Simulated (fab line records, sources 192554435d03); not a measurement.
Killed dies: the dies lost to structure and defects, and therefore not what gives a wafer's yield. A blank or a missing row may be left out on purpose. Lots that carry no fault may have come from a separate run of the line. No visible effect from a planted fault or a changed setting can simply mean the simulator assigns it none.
A struck lot beside a sound one | flow n5_finfet | 38 out of 1938 route steps
Sound: the wafers L486.1, L486.4, L486.6. Struck: wafer L490.2 (left out: L490.1, L490.5 of the same lot, which were not struck); the cause appears at the end.
Order at every step that has rows: each side's tool, ch and its chambers, its first start. Under that, the readings that differ: sound wafers | struck wafers | difference of the means | sigmas: that difference in standard deviations of wafers without a fault.
alike: a reading whose means differ by less than 2 such deviations, as well as words and numbers matching on both sides. not compared: withheld readings; readings where some wafer has no value; bounds like >300 that might hide an equal value; numbers whose values overlap and for which the record gives no deviation.
A row with sigmas, a row that says differs or no value, or rows on one side alone: a step with any of these is where the two part. When numbers do not overlap yet have no deviation, they are printed without sigmas and do not part them. A reading missing from all wafers of one side parts the sides only when that side holds two or more wafers.

first, 10 steps without rows for these wafers: N5_DUMMY_GATE_ETCH_32 (etches SiO2 in CF4, target depth 3.5 nm, time 3.9 s); N5_DUMMY_GATE_ETCH_23 (etches poly-Si in HBr/Cl2/O2, target depth 41 nm, time 22.3 s); N5_DUMMY_GATE_ETCH_44 (etches poly-Si in HBr/O2, stops on SiO2, target depth 127.5 nm); N5_DUMMY_GATE_ETCH_42 (etches SiO2 in CHF3/O2, target depth 3.5 nm, time 31 s); N5_DUMMY_GATE_STRIP_48 (strips in N2/H2, time 20 s); N5_DUMMY_GATE_PRECLEAN_33 (cleans in dHF, time 10 s); N5_DUMMY_GATE_PRECLEAN_25 (cleans in O3/DIW, time 45 s); N5_DUMMY_GATE_PRECLEAN_51 (cleans in SC2, time 45 s); N5_DUMMY_GATE_SRD_26 (time 30 s); N5_DUMMY_GATE_UV_OZONE_45 (time 120 s).
N5_SPACER0_ALD_07: deposits SiNx, target thk 2 nm.
  sound on ald_sin-03 ch 1,2, day 4 17:29; struck on ald_sin-03 ch 3, day 5 19:25
  reading                                  | sound | struck | difference | sigmas
  model.SiNx_of_SPACER0_ALD_07.thk_nm (nm) | 2 2 2 | 1.2    | -0.8       |
  alike: heater_power_w
then, 25 steps without rows for these wafers: N5_SPACER0_ALD_00 (deposits SiOCN, target thk 3.5 nm, pulse time 3 s, purge time 2 s); N5_SPACER0_ALD_08 (deposits SiNx, target thk 2 nm); N5_SD_EPI_N_COAT_32 (time 60 s, resist thk 350 nm); N5_SD_EPI_N_COAT_33 (time 60 s, resist thk 35 nm); N5_SD_EPI_N_COAT_03 (resist thk 150 nm); N5_SD_EPI_N_EBR_05; N5_SD_EPI_N_SOFTBAKE_04 (time 60 s); N5_SD_EPI_N_EXPOSE_06 (exposes mask SD N BLK, target cd 120 nm); N5_SD_EPI_N_PEB_07 (peb time 60 s); N5_SD_EPI_N_DEVELOP_08 (develop time 30 s); N5_SD_EPI_N_DESCUM_14 (chemistry O2, time 7.9 s); N5_SD_EPI_N_ETCH_34 (etches SiARC in CF4, target depth 45.5 nm, time 75.8 s); N5_SD_EPI_N_ETCH_35 (etches SOC in N2/H2, overetch 108 nm, time 486 s); N5_SD_EPI_N_STRIP_36 (strips in N2/H2); N5_SD_EPI_N_ETCHBACK_44 (etches SiNx in CH3F/O2, stops on SiO2, target depth 14.5 nm); N5_SD_EPI_N_ETCH_45 (etches SiOCN in CH3F/O2, target depth 6 nm); N5_SD_EPI_N_ETCH_16 (etches SiO2 in CHF3/O2, target depth 5 nm); N5_SD_EPI_N_STRIP_47 (strips in CHF3/O2); N5_SD_EPI_N_SD_RECESS_17 (chemistry HBr/Cl2/O2, target depth 41 nm, time 23.7 s, bt time 3 s); N5_SD_EPI_N_STRIP_38 (strips in N2/H2); N5_SD_EPI_N_WET_ETCH_43 (etches SiO2 in dHF, time 14 s, target depth 1.5 nm); N5_SD_EPI_N_STRIP_18 (strips in SPM, time 750 s); N5_SD_EPI_N_SRD_20 (time 30 s); N5_SD_EPI_N_PRECLEAN_48 (cleans in NF3:NH3, afs cycles 2, time 20 s, sublimation time 60 s); N5_SD_EPI_N_VAPOR_ETCH_50 (etches Si in HCl, time 54 s).
-- here the record skips 5 days between the struck wafers' starts before and after, leaving off in module SD_EPI_N and picking up in module BEOL_M4 (first step shown: number 1111 of the route) --
N5_BEOL_M4_RC_MEAS_101:
  sound on prober-02 ch 0, day 9 11:20; struck on prober-02 ch 0, day 10 16:36
  reading            | sound             | struck | difference | sigmas
  DIBL_N (mV/V)      | 37.4 37.2 34.5    | 41.9   | +5.5       | +3
  DIBL_P (mV/V)      | 36.4 36.4 33.6    | 42.2   | +6.7       | +2
  IOFF_N (nA/um)     | 0.17 0.16 0.12    | 0.29   | +0.14      | +3
  IOFF_N_85C (nA/um) | 3.4 3.2 2.6       | 5.2    | +2.1       | +3
  IOFF_N_LIN (nA/um) | 0.079 0.077 0.062 | 0.119  | +0.046     | +3
  IOFF_P (nA/um)     | 0.24 0.23 0.18    | 0.51   | +0.29      | +6
  IOFF_P_85C (nA/um) | 4.0 3.9 3.2       | 7.6    | +3.9       | +5
  IOFF_P_LIN (nA/um) | 0.110 0.104 0.090 | 0.210  | +0.109     | +6
  ION_N (uA/um)      | 682 680 671       | 716    | +38        | +3
  ION_P (uA/um)      | 468 468 466       | 499    | +32        | +3
  REXT_N (ohm.um)    | 76.4 77.7 77.9    | 70.9   | -6.4       | -5
  REXT_P (ohm.um)    | 98.4 100.3 99.4   | 93.7   | -5.7       | -3
  SS_P (mV/dec)      | 73.7 73.6 72.3    | 74.8   | +1.6       | +2
  VT_N (mV)          | 250 247 253       | 241    | -9         | -2
  VT_P (mV)          | -248 -246 -253    | -233   | +16        | +4
  VT_P_LVT (mV)      | -96 -97 -100      | -84    | +14        | +4
  alike: SS_N
-- the record jumps here: 5 days lie between the struck wafers' starts before and after (it left off in module BEOL_M4 and takes up again in module PASSIVATION, whose first step shown is number 1936 of the route) --
N5_PASSIVATION_PROBE_49:
  the record has rows for the struck wafers here (prober-02, day 15 07:20) and none for the sound ones

WHERE THEY PART
Last at N5_PASSIVATION_PROBE_49 as far as this record goes, first at N5_BEOL_M4_RC_MEAS_101.

WHY: whatever the simulator had introduced
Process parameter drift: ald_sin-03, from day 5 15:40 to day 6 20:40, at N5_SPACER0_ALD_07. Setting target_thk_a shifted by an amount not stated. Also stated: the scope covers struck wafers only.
